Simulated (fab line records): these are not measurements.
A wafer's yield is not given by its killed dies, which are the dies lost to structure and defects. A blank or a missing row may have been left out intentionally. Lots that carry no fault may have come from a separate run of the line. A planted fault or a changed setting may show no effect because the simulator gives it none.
fab line records | flow n5-finfet
[record] lots = 4 | wafers = 11 | last-day = 18
route steps=1938 shown BEOL_M1@829 BEOL_M2@841 BEOL_M4@1111 PASSIVATION@1936
lots that met no fault: from a run of the same line without faults
start-h: hours from the record's opening day to when the first of the lot's shown wafers began | wait-h: how many hours have passed since the lot's step before this one | " the same as in the row above | L1.1+2: a row that stands for several wafers | - either no value or no given start | * or withheld: withheld | < > ~ a bound
route shown NAME@n: a module of which the file shows steps, and the number in the route of the first | usual: mean/standard deviation of fault-free wafers | same: alike in all rows | chamber/n: place in a boat | sites: the reading at each site | _std_site: standard deviation of those values | _edge_site: mean of outer sites minus mean of inner sites | radius-mm: for every site, how far away it sits from the centre of the wafer | mask NAME#n: copy n | behind: the most recent tool/chamber to have shaped the wafer | hold: why the lot was held/for how many hours/how that ended | device: whichever transistor did not switch (one of n, p or np) | end of line: the tests these same wafers got at the end of their route | a step without rows: its recipe alone | killed: the dies lost at the first sort to structure and to defects; this is not the yield of the wafer | map: the dies of a wafer, with x for killed, . for not killed, _ for no die there
set.NAME: the run value of the setting; set.NAME@STEP: its run value at that earlier step | model.NAME: the simulator's own value behind a step, which no gauge read
lots at selected steps of the route; one table per step, one row per wafer
services: a tool's chamber out of use, with start hour (start-h, from the record's first day; less than 0 if before it), hours out, and reason
[[steps]]
[step N5_BEOL_M1_ANNEAL_95]
[recipe] temp-c = 400 | time-s = 240 | ambient = vacuum
[step N5_BEOL_M1_SPUTTER_96]
[recipe] material = Cu | target-thk-a = 45 | temp-c = -20 | chamber-pressure-pa = 0.07 | power-w = withheld | time-s = 8.29
[step N5_BEOL_M1_ECD_50]
[recipe] material = Cu | target-thk-a = 3000
[step N5_BEOL_M1_ANNEAL_51]
[recipe] temp-c = 225 | time-s = 90 | ambient = N2
[step N5_BEOL_M1_CMP_52]
[recipe] stop-on = SiOC | t-overpolish-s = 6.8 | down-force-psi = 1 | platen-rpm = 50 | clearing-platen-down-force-psi = 1.5 | clearing-platen-rpm = 50 | post-cmp-clean = cu-alkaline | target-thk-nm = 40 | clearing-platen-pad-velocity-m-s = 0.99484 | pad-velocity-m-s = 0.99484
[step N5_BEOL_M1_PRE_CLEAN_60]
[recipe] gas = NH3/H2 | time-s = 15 | temp-c = * | rf-power-w = 300
[step N5_BEOL_M1_CO_CAP_55]
[recipe] material = Co | target-thk-a = 20 | temp-c = 200 | precursor = CCTBA/H2 | pressure-torr = 30 | time-s = 102.1
[step N5_BEOL_M1_PRE_CLEAN_56]
[recipe] gas = NH3 | time-s = 15 | temp-c = withheld | rf-power-w = 300
[step N5_BEOL_M1_DEP_57]
[recipe] material = SiCN | target-thk-a = 80 | temp-c = withheld | precursor = 3MS/NH3 | pressure-torr = 3 | rf-w = 202 | time-s = 14
[step N5_BEOL_M2_ILD_DEP_00]
[recipe] material = SiOC | target-thk-a = 790 | temp-c = 350 | precursor = DEMS/O2 | pressure-torr = 5 | rf-w = 500 | time-s = 15.3
[usual] heater-power-w = 488/60 | showerhead-plenum-p-Torr = 5.688/0.019 | throttle-valve-pct = 12.0/0.49
lot.wafer | tool     | chamber | start-h | wait-h | heater-power-w | showerhead-plenum-p-Torr | since-wet-clean-h | throttle-valve-pct | model.SiOC_of_BEOL_M2_ILD_DEP_00.thk-nm
L197.3    | pecvd-02 | 2       | 193.78  | 0.0    | 558            | 5.672                    | 506               | 12.1               | 77.4
L197.4    | "        | 0       | "       | "      | 517            | 5.700                    | -                 | 12.4               | 79.8
L197.5    | "        | 1       | "       | "      | 537            | 5.707                    | -                 | 11.8               | 79
L200.1    | pecvd-02 | 1       | 212.56  | 0.0    | 490            | 5.700                    | 2004              | 11.8               | 77.4
L200.5    | "        | 1       | "       | "      | 484            | 5.707                    | -                 | 12.2               | 78.4
L200.6    | "        | 0       | "       | "      | 493            | 5.702                    | -                 | 12.4               | 146
L203.2    | pecvd-02 | 1       | 249.02  | 0.0    | 478            | 5.716                    | 2040              | 11.7               | 77.6
L203.6    | "        | 2       | "       | "      | 596            | 5.655                    | -                 | 12.3               | 145
L206.2    | pecvd-01 | 2       | 255.71  | 0.0    | 446            | 5.685                    | 24                | 11.6               | 76.8
L206.4    | "        | 2       | "       | "      | 458            | 5.690                    | -                 | 11.5               | 78.4
L206.5    | "        | 1       | "       | "      | 523            | 5.672                    | -                 | 11.2               | 80
[step N5_BEOL_M2_THK_MEAS_01]
[recipe] reads = SiOC_of_BEOL_M2_ILD_DEP_00
[usual] M2_ILD_THK = 78.9/0.95
lot.wafer | tool          | chamber | start-h | wait-h | M2_ILD_THK[nm]
L197.3    | film-metro-01 | -       | 193.84  | 0.1    | 77.4
L197.4    | "             | -       | "       | "      | 79.7
L197.5    | "             | -       | "       | "      | 79.0
L200.1    | film-metro-01 | -       | 212.63  | 0.0    | 77.5
L200.5    | "             | -       | "       | "      | 78.4
L200.6    | "             | -       | "       | "      | 145.9
L203.2    | film-metro-02 | -       | 249.08  | 0.1    | 77.6
L203.6    | "             | -       | "       | "      | 145.2
L206.2    | film-metro-02 | -       | 255.78  | 0.1    | 76.8
L206.4    | "             | -       | "       | "      | 78.4
L206.5    | "             | -       | "       | "      | 79.8
[step N5_BEOL_M2_PECVD_72]
[recipe] material = SiO2 | target-thk-a = 160 | temp-c = 400 | precursor = TEOS/O2 | pressure-torr = 5.5 | rf-w = 450 | teos-flow-sccm = 53.8 | gas = O2 | flow-sccm = 3000 | time-s = 18
[step N5_BEOL_M2_HM_DEP_02]
[recipe] material = TiN | target-thk-a = 200 | temp-c = 25 | chamber-pressure-pa = 0.49996
[step N5_BEOL_M2_COAT_61]
[recipe] resist = SOC | temp-c = 250 | time-s = 60 | spin-rpm = 1500 | resist-thk-nm = 60
[step N5_BEOL_M2_COAT_62]
[recipe] resist = SiARC | temp-c = 220 | time-s = 60 | spin-rpm = 1500 | resist-thk-nm = 12
[step N5_BEOL_M2_COAT_73]
[recipe] resist = underlayer | temp-c = 205 | time-s = 60 | spin-rpm = 1500 | resist-thk-nm = 5
[step N5_BEOL_M2_COAT_05]
[recipe] resist = CAR-EUV | spin-rpm = 1500 | resist-thk-nm = 30
[step N5_BEOL_M2_EBR_07]
[recipe] solvent = PGMEA | ebr-width-mm = 1.5
[step N5_BEOL_M2_SOFTBAKE_06]
[recipe] temp-c = 110 | time-s = 60 | resist = CAR-EUV
[step N5_BEOL_M2_EXPOSE_08]
[recipe] mask-id = M2 | na = 0.33 | source-shape = dipole | sigma-inner = 0.369 | sigma-outer = 0.767 | polarization = unpolarized | dose-mj = 41.25
[step N5_BEOL_M2_PEB_09]
[recipe] peb-temp-c = 100 | peb-time-s = 60 | resist = CAR-EUV
[step N5_BEOL_M2_DEVELOP_10]
[recipe] develop-time-s = 30 | developer = TMAH | resist = CAR-EUV | rinse-liquid = surfactant-rinse | dry = air-spin | dev-temp-c = 23
[step N5_BEOL_M2_DESCUM_16]
[recipe] chemistry = O2 | time-s = 7 | source-power-w = 50 | bias-power-w = 20 | pressure-mtorr = 20 | rf-frequency-hz = 2.712e+07 | temp-c = 40 | resist = CAR-EUV | o2-flow-sccm = 225
[step N5_BEOL_M2_ETCH_74]
[recipe] chemistry = N2/H2 | target = underlayer | target-depth-a = 65 | mask-material = CAR-EUV | time-s = 5.2 | ion-energy-ev = 200 | pressure-mtorr = 30 | source-w = 840 | bias-w = 150 | n2-flow-sccm = 200 | h2-flow-sccm = 200 | ends = cleared
[step N5_BEOL_M2_ETCH_63]
[recipe] chemistry = CF4 | target = SiARC | target-depth-a = 156 | mask-material = CAR-EUV | time-s = 26 | ion-energy-ev = 80 | pressure-mtorr = 40 | source-w = 545 | bias-w = 36 | Ar_flow_sccm = 100 | cf4-flow-sccm = 100 | ends = cleared
[step N5_BEOL_M2_ETCH_64]
[recipe] chemistry = N2/H2 | target = SOC | target-depth-a = 750 | overetch-a = 225 | mask-material = SiARC | temp-c = 40 | time-s = 121.9 | ion-energy-ev = 200 | pressure-mtorr = 30 | source-w = 840 | bias-w = 150 | n2-flow-sccm = 200 | h2-flow-sccm = 200
[step N5_BEOL_M2_STRIP_65]
[recipe] chemistry = N2/H2 | temp-c = 40 | n2-flow-sccm = 200 | h2-flow-sccm = 200 | rf-frequency-hz = 6e+07
[step N5_BEOL_M2_STRIP_75]
[recipe] chemistry = N2/H2 | temp-c = 40 | n2-flow-sccm = 200 | h2-flow-sccm = 200 | rf-frequency-hz = 6e+07
[step N5_BEOL_M2_STRIP_66]
[recipe] chemistry = CF4 | resist = SiARC | power-w = 300 | bias-power-w = 75 | pressure-mtorr = 50 | cf4-flow-sccm = 150 | rf-frequency-hz = 6e+07
[step N5_BEOL_M2_HM_OPEN_17]
[recipe] chemistry = Cl2/BCl3 | target-depth-a = 200 | overetch-a = 60 | target = TiN | mask-material = SOC | ion-energy-ev = 150 | pressure-mtorr = 10 | icp-w = 1000 | bias-w = 126 | Cl2_flow_sccm = 53.25 | bcl3-flow-sccm = 21.75 | Ar_flow_sccm = 25
[step N5_BEOL_M2_STRIP_19]
[recipe] chemistry = O2 | power-w = 400 | temp-c = 40 | pressure-mtorr = 30 | rf-frequency-hz = 6e+07 | bias-power-w = 0 | overash-fraction = 0.2 | o2-flow-sccm = 225
[step N5_BEOL_M2_COAT_67]
[recipe] resist = SOC | temp-c = 250 | time-s = 60 | spin-rpm = 1500 | resist-thk-nm = 60
[step N5_BEOL_M2_COAT_68]
[recipe] resist = SiARC | temp-c = 220 | time-s = 60 | spin-rpm = 1500 | resist-thk-nm = 12
[step N5_BEOL_M2_COAT_76]
[recipe] resist = underlayer | temp-c = 205 | time-s = 60 | spin-rpm = 1500 | resist-thk-nm = 5
[step N5_BEOL_M2_COAT_22]
[recipe] resist = CAR-EUV | spin-rpm = 1500 | resist-thk-nm = 30
[step N5_BEOL_M2_CMP_52]
[recipe] stop-on = SiOC | t-overpolish-s = 6.8 | down-force-psi = 1 | platen-rpm = 50 | clearing-platen-down-force-psi = 1.5 | clearing-platen-rpm = 50 | post-cmp-clean = cu-alkaline | target-thk-nm = 40 | clearing-platen-pad-velocity-m-s = 0.99484 | pad-velocity-m-s = 0.99484
[usual] motor-current-A = 6.3/0.75 | pad-life-wafers = 850/590
lot.wafer | tool   | chamber | start-h | wait-h | motor-current-A | pad-life-wafers | model.SiOC_of_BEOL_M2_ILD_DEP_00.thk-nm
L197.4    | cmp-01 | 3       | 204.79  | 0.2    | 5.7             | 1201            | 76.8
L197.3    | "      | 1       | "       | "      | 5.2             | 1203            | 74.4
L197.5    | "      | 3       | "       | "      | 5.6             | -               | 76
L200.1    | cmp-02 | 2       | 239.90  | 0.3    | 6.2             | 721             | 74.4
L200.6    | "      | 1       | "       | "      | 6.1             | -               | 143
L200.5    | "      | 2       | "       | "      | 6.3             | -               | 75.4
L203.2    | cmp-04 | 1       | 258.75  | 0.3    | 5.5             | 722             | 74.6
L203.6    | "      | 0       | "       | "      | 5.5             | -               | 142
L206.4    | cmp-01 | 0       | 275.15  | 0.1    | 7.3             | 1740            | 75.4
L206.2    | "      | 1       | "       | "      | 5.0             | 1741            | 73.8
L206.5    | "      | 0       | "       | "      | 6.9             | -               | 77
[step N5_BEOL_M4_RC_MEAS_101]
[usual] DIBL_N = 36.3/1.6 | DIBL_P = 36.4/2.1 | IOFF_N = 0.16/0.032 | IOFF_P = 0.22/0.044 | ION_N = 675/12 | ION_P = 463/8.3 | SS_N = 71.6/0.64 | SS_P = 73.3/0.67 | VT_N = 250/3.3 | VT_P = -250/3.7
lot.wafer | tool      | chamber | start-h | wait-h | DIBL_N[mV/V] | DIBL_P[mV/V] | IOFF_N[nA/um] | IOFF_P[nA/um] | ION_N[uA/um] | ION_P[uA/um] | SS_N[mV/dec] | SS_P[mV/dec] | VT_N[mV] | VT_P[mV]
L197.3    | prober-02 | 0       | 257.31  | 0.3    | 34.0         | 34.5         | 0.13          | 0.16          | 660          | 454          | 70.5         | 73.1         | 253      | -255
L197.4    | "         | 0       | "       | "      | 38.1         | 38.6         | 0.21          | 0.22          | 677          | 456          | 71.4         | 73.3         | 247      | -252
L197.5    | "         | 0       | "       | "      | 35.2         | 34.8         | 0.14          | 0.17          | 674          | 455          | 70.7         | 73.0         | 253      | -255
L200.1    | prober-01 | 0       | 279.39  | 0.0    | 36.9         | 37.0         | 0.15          | 0.22          | 674          | 455          | 71.7         | 73.8         | 250      | -252
L200.5    | "         | 0       | "       | "      | 35.9         | 36.0         | 0.14          | 0.20          | 673          | 460          | 71.3         | 72.7         | 253      | -254
L203.2    | prober-02 | 0       | 306.26  | 0.9    | 34.9         | 36.5         | 0.16          | 0.22          | 686          | 473          | 71.5         | 73.9         | 248      | -252
L206.2    | prober-02 | 0       | 323.63  | 0.2    | 38.0         | 39.4         | 0.20          | 0.27          | 691          | 474          | 71.1         | 73.8         | 243      | -245
L206.4    | "         | 0       | "       | "      | 36.5         | 36.9         | 0.16          | 0.23          | 666          | 464          | 72.3         | 73.1         | 247      | -246
L206.5    | "         | 0       | "       | "      | 35.3         | 35.1         | 0.13          | 0.19          | 668          | 464          | 71.1         | 73.3         | 255      | -249
[step N5_PASSIVATION_PROBE_49]
[usual] defect-limited-yield = 91.4/1.2 | killed_at_M0_to_M3 = 35/11 | killed_at_M4_up = 14/6 | killed-at-contacts = 12/6.7 | killed-at-front-end = 37/9.7 | killed-at-other = 3.5/2.5 | killed-dies = 102/15 | killed-on-rim = 13/3.6 | killed-open = 67/12 | killed-short = 33/7.3 | sort_bin_5_function = 5.1/0.81 | sort_bin_6_memory = 3.2/0.65 | sort-n-pass = 1078/15 | sort-yield-pct = 91.4/1.2
[same] gross-dies = 1180 | killed-at-back-side = 0 | sort_bin_4_leakage[%] = 0 | sort_bin_8_speed[%] = 0
lot.wafer | tool      | chamber | start-h | wait-h | defect-limited-yield[%] | killed_at_M0_to_M3 | killed_at_M4_up | killed-at-contacts | killed-at-front-end | killed-at-other | killed-dies | killed-on-rim | killed-open | killed-short | sort_bin_5_function[%] | sort_bin_6_memory[%] | sort-n-pass | sort-yield-pct[%]
L197.3    | prober-02 | -       | 360.64  | 0.1    | 90.0                    | 47                 | 25              | 12                 | 31                  | 3               | 118         | 17            | 75          | 42           | 5.5                    | 4.2                  | 1062        | 90.0
L197.4    | prober-02 | -       | 360.69  | 0.2    | 93.1                    | 34                 | 10              | 18                 | 19                  | 1               | 82          | 5             | 53          | 29           | 3.6                    | 2.8                  | 1098        | 93.1
L197.5    | prober-02 | -       | 360.74  | 0.2    | 93.2                    | 22                 | 14              | 14                 | 29                  | 1               | 80          | 15            | 51          | 28           | 3.9                    | 2.6                  | 1100        | 93.2
L200.1    | prober-02 | -       | 381.54  | 0.3    | 90.3                    | 32                 | 31              | 19                 | 24                  | 8               | 114         | 18            | 87          | 26           | 6.2                    | 3.4                  | 1066        | 90.3
L200.5    | prober-02 | -       | 381.74  | 0.5    | 89.9                    | 44                 | 34              | 9                  | 23                  | 9               | 119         | 14            | 91          | 27           | 6.1                    | 3.6                  | 1061        | 89.9
L200.6    | prober-02 | -       | 381.79  | 0.5    | 0                       | 1118               | 19              | 6                  | 36                  | 1               | 1180        | 152           | 67          | 28           | 97.4                   | 2.4                  | 0           | 0
L203.2    | prober-01 | -       | 416.32  | 0.1    | 89.4                    | 36                 | 7               | 25                 | 52                  | 5               | 125         | 14            | 97          | 28           | 6.7                    | 3.8                  | 1055        | 89.4
L203.6    | prober-01 | -       | 416.52  | 0.3    | 0                       | 1116               | 16              | 16                 | 26                  | 6               | 1180        | 152           | 79          | 29           | 95.8                   | 4.2                  | 0           | 0
L206.2    | prober-02 | -       | 425.81  | 0.1    | 92.6                    | 32                 | 13              | 18                 | 21                  | 3               | 87          | 11            | 56          | 29           | 4.8                    | 2.2                  | 1093        | 92.6
L206.4    | prober-02 | -       | 425.91  | 0.2    | 91.0                    | 29                 | 17              | 26                 | 30                  | 4               | 106         | 12            | 69          | 37           | 5.2                    | 3.3                  | 1074        | 91.0
L206.5    | prober-02 | -       | 425.96  | 0.2    | 93.3                    | 35                 | 9               | 7                  | 21                  | 7               | 79          | 9             | 56          | 22           | 4.2                    | 2.2                  | 1101        | 93.3
// killed by level:class
L197.3 BEOL_M2:geometric-particle:open=15 BEOL_M4:geometric-particle:open=11 MOL_CONTACT_COAG:geometric-particle:open=10 FIN_SAQP:geometric-particle:short=7 GATE_CUT:geometric-particle:short=7 BEOL_M1:geometric-particle:open=7 BEOL_M3:geometric-particle:open=5 BEOL_M0_SAQP:geometric-particle:open=4
L197.4 MOL_CONTACT_COAG:geometric-particle:open=14 BEOL_M2:geometric-particle:open=7 BEOL_M3:geometric-particle:open=7 BEOL_M2:geometric-particle:short=6 BEOL_M0_SAQP:geometric-particle:open=5 MOL_CONTACT_COAG:geometric-particle:short=4 BEOL_M4:geometric-particle:open=4 STARTING-WAFER:geometric-particle:open=4
L197.5 MOL_CONTACT_COAG:geometric-particle:open=13 FIN_SAQP:geometric-particle:short=8 BEOL_M4:geometric-particle:open=8 BEOL_M2:geometric-particle:open=5 FIN_SAQP:geometric-particle:open=4 BEOL_M0:geometric-particle:short=4 STARTING-WAFER:geometric-particle:short=4 BEOL_M0_SAQP:geometric-particle:short=3
L200.1 MOL_CONTACT_COAG:geometric-particle:open=17 BEOL_M4:geometric-particle:open=14 BEOL_M3:geometric-particle:open=13 STI_FIN_REVEAL:geometric-particle:open=11 BEOL_M0_SAQP:geometric-particle:short=6 BEOL_M1:geometric-particle:open=5 BEOL_M6:geometric-particle:open=5 BEOL_M0_SAQP:geometric-particle:open=4
L200.5 BEOL_M4:geometric-particle:open=16 BEOL_M1:geometric-particle:open=14 MOL_CONTACT_COAG:geometric-particle:open=8 BEOL_M2:geometric-particle:open=8 FIN_SAQP:geometric-particle:open=7 BEOL_M0_SAQP:geometric-particle:open=7 STI_FIN_REVEAL:geometric-particle:open=6 BEOL_M1:geometric-particle:short=6
L200.6 BEOL_M2:area-dep=1084 BEOL_M3:geometric-particle:open=13 BEOL_M4:geometric-particle:open=9 STI_FIN_REVEAL:geometric-particle:open=8 BEOL_M1:geometric-particle:open=6 GATE_CUT:geometric-particle:short=5 MOL_CONTACT_COAG:geometric-particle:open=5 BEOL_M2:geometric-particle:open=5
L203.2 MOL_CONTACT_COAG:geometric-particle:open=21 FIN_SAQP:geometric-particle:open=15 STI_FIN_REVEAL:geometric-particle:open=13 BEOL_M0_SAQP:geometric-particle:open=9 BEOL_M1:geometric-particle:open=8 BEOL_M2:geometric-particle:open=8 FIN_SAQP:geometric-particle:short=6 MOL_CONTACT_COAG:geometric-particle:short=4
L203.6 BEOL_M2:area-dep=1070 MOL_CONTACT_COAG:geometric-particle:open=12 BEOL_M0_SAQP:geometric-particle:open=12 BEOL_M0_SAQP:geometric-particle:short=10 BEOL_M2:geometric-particle:open=9 BEOL_M4:geometric-particle:open=8 STI_FIN_REVEAL:geometric-particle:open=7 BEOL_M3:geometric-particle:open=6
L206.2 MOL_CONTACT_COAG:geometric-particle:open=14 BEOL_M2:geometric-particle:open=7 BEOL_M0_SAQP:geometric-particle:open=6 FIN_SAQP:geometric-particle:short=4 MOL_CONTACT_COAG:geometric-particle:short=4 BEOL_M0_SAQP:geometric-particle:short=4 BEOL_M1:geometric-particle:open=4 BEOL_M1:geometric-particle:short=4
L206.4 MOL_CONTACT_COAG:geometric-particle:open=21 BEOL_M0_SAQP:geometric-particle:short=15 BEOL_M4:geometric-particle:open=11 BEOL_M0_SAQP:geometric-particle:open=8 FIN_SAQP:geometric-particle:open=7 FIN_SAQP:geometric-particle:short=7 DUMMY_GATE:geometric-particle:open=6 MOL_CONTACT_COAG:geometric-particle:short=5
L206.5 BEOL_M3:geometric-particle:open=9 MOL_CONTACT_COAG:geometric-particle:open=6 BEOL_M2:geometric-particle:open=6 BEOL_M0_SAQP:geometric-particle:open=5 BEOL_M1:geometric-particle:open=4 BEOL_M4:geometric-particle:open=4 FIN_SAQP:geometric-particle:open=3 GATE_CUT:geometric-particle:open=3
// map L200.6 (x killed, . not)
_________________xxxxxxxxxxxx________________
______________xxxxxxxxxxxxxxxxxx_____________
___________xxxxxxxxxxxxxxxxxxxxxxxx__________
__________xxxxxxxxxxxxxxxxxxxxxxxxxx_________
________xxxxxxxxxxxxxxxxxxxxxxxxxxxxxx_______
_______xxxxxxxxxxxxxxxxxxxxxxxxxxxxxxxx______
______xxxxxxxxxxxxxxxxxxxxxxxxxxxxxxxxxx_____
_____xxxxxxxxxxxxxxxxxxxxxxxxxxxxxxxxxxxx____
____xxxxxxxxxxxxxxxxxxxxxxxxxxxxxxxxxxxxxx___
___xxxxxxxxxxxxxxxxxxxxxxxxxxxxxxxxxxxxxxxx__
___xxxxxxxxxxxxxxxxxxxxxxxxxxxxxxxxxxxxxxxx__
__xxxxxxxxxxxxxxxxxxxxxxxxxxxxxxxxxxxxxxxxxx_
__xxxxxxxxxxxxxxxxxxxxxxxxxxxxxxxxxxxxxxxxxx_
_xxxxxxxxxxxxxxxxxxxxxxxxxxxxxxxxxxxxxxxxxxxx
_xxxxxxxxxxxxxxxxxxxxxxxxxxxxxxxxxxxxxxxxxxxx
_xxxxxxxxxxxxxxxxxxxxxxxxxxxxxxxxxxxxxxxxxxxx
_xxxxxxxxxxxxxxxxxxxxxxxxxxxxxxxxxxxxxxxxxxxx
_xxxxxxxxxxxxxxxxxxxxxxxxxxxxxxxxxxxxxxxxxxxx
_xxxxxxxxxxxxxxxxxxxxxxxxxxxxxxxxxxxxxxxxxxxx
_xxxxxxxxxxxxxxxxxxxxxxxxxxxxxxxxxxxxxxxxxxxx
_xxxxxxxxxxxxxxxxxxxxxxxxxxxxxxxxxxxxxxxxxxxx
__xxxxxxxxxxxxxxxxxxxxxxxxxxxxxxxxxxxxxxxxxx_
__xxxxxxxxxxxxxxxxxxxxxxxxxxxxxxxxxxxxxxxxxx_
___xxxxxxxxxxxxxxxxxxxxxxxxxxxxxxxxxxxxxxxx__
___xxxxxxxxxxxxxxxxxxxxxxxxxxxxxxxxxxxxxxxx__
____xxxxxxxxxxxxxxxxxxxxxxxxxxxxxxxxxxxxxx___
_____xxxxxxxxxxxxxxxxxxxxxxxxxxxxxxxxxxxx____
______xxxxxxxxxxxxxxxxxxxxxxxxxxxxxxxxxx_____
_______xxxxxxxxxxxxxxxxxxxxxxxxxxxxxxxx______
________xxxxxxxxxxxxxxxxxxxxxxxxxxxxxx_______
__________xxxxxxxxxxxxxxxxxxxxxxxxxx_________
___________xxxxxxxxxxxxxxxxxxxxxxxx__________
______________xxxxxxxxxxxxxxxxxx_____________
_________________xxxxxxxxxxxx________________
// map L203.6 (x killed, . not)
_________________xxxxxxxxxxxx________________
______________xxxxxxxxxxxxxxxxxx_____________
___________xxxxxxxxxxxxxxxxxxxxxxxx__________
__________xxxxxxxxxxxxxxxxxxxxxxxxxx_________
________xxxxxxxxxxxxxxxxxxxxxxxxxxxxxx_______
_______xxxxxxxxxxxxxxxxxxxxxxxxxxxxxxxx______
______xxxxxxxxxxxxxxxxxxxxxxxxxxxxxxxxxx_____
_____xxxxxxxxxxxxxxxxxxxxxxxxxxxxxxxxxxxx____
____xxxxxxxxxxxxxxxxxxxxxxxxxxxxxxxxxxxxxx___
___xxxxxxxxxxxxxxxxxxxxxxxxxxxxxxxxxxxxxxxx__
___xxxxxxxxxxxxxxxxxxxxxxxxxxxxxxxxxxxxxxxx__
__xxxxxxxxxxxxxxxxxxxxxxxxxxxxxxxxxxxxxxxxxx_
__xxxxxxxxxxxxxxxxxxxxxxxxxxxxxxxxxxxxxxxxxx_
_xxxxxxxxxxxxxxxxxxxxxxxxxxxxxxxxxxxxxxxxxxxx
_xxxxxxxxxxxxxxxxxxxxxxxxxxxxxxxxxxxxxxxxxxxx
_xxxxxxxxxxxxxxxxxxxxxxxxxxxxxxxxxxxxxxxxxxxx
_xxxxxxxxxxxxxxxxxxxxxxxxxxxxxxxxxxxxxxxxxxxx
_xxxxxxxxxxxxxxxxxxxxxxxxxxxxxxxxxxxxxxxxxxxx
_xxxxxxxxxxxxxxxxxxxxxxxxxxxxxxxxxxxxxxxxxxxx
_xxxxxxxxxxxxxxxxxxxxxxxxxxxxxxxxxxxxxxxxxxxx
_xxxxxxxxxxxxxxxxxxxxxxxxxxxxxxxxxxxxxxxxxxxx
__xxxxxxxxxxxxxxxxxxxxxxxxxxxxxxxxxxxxxxxxxx_
__xxxxxxxxxxxxxxxxxxxxxxxxxxxxxxxxxxxxxxxxxx_
___xxxxxxxxxxxxxxxxxxxxxxxxxxxxxxxxxxxxxxxx__
___xxxxxxxxxxxxxxxxxxxxxxxxxxxxxxxxxxxxxxxx__
____xxxxxxxxxxxxxxxxxxxxxxxxxxxxxxxxxxxxxx___
_____xxxxxxxxxxxxxxxxxxxxxxxxxxxxxxxxxxxx____
______xxxxxxxxxxxxxxxxxxxxxxxxxxxxxxxxxx_____
_______xxxxxxxxxxxxxxxxxxxxxxxxxxxxxxxx______
________xxxxxxxxxxxxxxxxxxxxxxxxxxxxxx_______
__________xxxxxxxxxxxxxxxxxxxxxxxxxx_________
___________xxxxxxxxxxxxxxxxxxxxxxxx__________
______________xxxxxxxxxxxxxxxxxx_____________
_________________xxxxxxxxxxxx________________
[[services]]
tool     | chamber | start-h | hours | kind
cmp-04   | -       | 173.15  | 0.2   | repair
pecvd-01 | 2       | 202.38  | -     | clean
pecvd-01 | 2       | 202.38  | -     | consumable-replace:showerhead
pecvd-01 | 2       | 202.38  | 29.0  | scheduled-down
pecvd-01 | 2       | 202.38  | 29.0  | vent-cycle
pecvd-01 | -       | 236.93  | 14.6  | pm
cmp-01   | -       | 237.84  | 3.0   | repair
pecvd-02 | 0       | 241.45  | 3.9   | repair
cmp-01   | -       | 249.49  | 1.0   | repair
pecvd-01 | -       | 266.95  | 2.8   | pm
[[key]]
[first-sign] step = N5_BEOL_M2_THK_MEAS_01 | reading = M2_ILD_THK | direction = up | sigmas = 70 | usual = 78.9 | struck = 145.5
[effect] step = N5_PASSIVATION_PROBE_49 | reading = sort_bin_5_function | direction = up | sigmas = 99+ | usual = 5.1 | struck = 96.6
[model-effect] step = N5_BEOL_M2_ILD_DEP_00 | value = SiOC_of_BEOL_M2_ILD_DEP_00.thk-nm | without = 79.6 | struck = 145.5
[model-effect] step = N5_BEOL_M2_CMP_52 | value = SiOC_of_BEOL_M2_ILD_DEP_00.thk-nm | without = 76.6 | struck = 142.5
[more-kills-born-at] N5_BEOL_M2_ILD_DEP_00@pecvd-02 = 2154
met-at N5_BEOL_M2_ILD_DEP_00
struck-wafers L200.6,L203.6
later-rows-left-out L200.6,L203.6
onset-between 193.78 212.56
[fault] kind = process-parameter-drift | tool = pecvd-02 | chamber = - | onset-h = 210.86 | steps = N5_BEOL_M2_ILD_DEP_00 | channel = time-s | offset = * | shape = step | end-h = 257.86 | scope = struck-wafers-only | acts-in = * | stated = *
// later-rows-left-out: the simulator's readings of these wafers behind a module that went badly wrong aren't trusted and aren't shown, but for the sort
